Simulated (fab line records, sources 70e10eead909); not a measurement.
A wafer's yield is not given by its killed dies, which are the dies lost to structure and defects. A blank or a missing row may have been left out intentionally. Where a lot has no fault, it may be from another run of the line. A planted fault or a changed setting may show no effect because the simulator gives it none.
Chamber matching -- flow nandHarc -- NHARC_A_BONDPAD_DESCUM_11 on rieDiel-07: 4 sister chambers
The step chemistry O2, time 3 s. 4 wafers are shown with their chamber, then 8 later ones without.

WAFERS, EACH WITH ITS CHAMBER
wafer,chamber,drypumpMotorCurrentA (A)
L782.2,1,5.4
L785.4,3,5.0
L785.5,2,6.5
L787.1,0,5.0

WAFERS WHOSE CHAMBER IS MISSING
wafer,drypumpMotorCurrentA (A)
L787.3,5.0
L787.4,5.3
L789.1,6.5
L789.5,5.1
L789.6,5.0
L790.1,5.4
L790.3,6.5
L790.6,5.3

EACH ONE'S CHAMBER
wafer,from the rows above,in truth
L787.3,can't be placed: 0 or 3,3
L787.4,1,1
L789.1,2,2
L789.5,can't be placed: 0 or 3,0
L789.6,can't be placed: 0 or 3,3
L790.1,1,1
L790.3,2,2
L790.6,1,1
Placed correctly: 5 of 8. From these rows, 3 cannot be placed; in 3 the true chamber is one of the candidates. Placed wrongly: 0.
How it was worked out, from the rows above alone: a wafer's distance from a chamber is the root of the sum, over the readings, of the square of ((its reading less the chamber's mean) divided by the reading's scatter). The wafer belongs to the nearest chamber; if the next one is less than 2 further off, it can't be placed. Each chamber's mean is taken over the wafers shown for it. The scatter: with one shown wafer a chamber, the root of the mean of the squares of how far each hidden wafer lies from its nearest shown one.
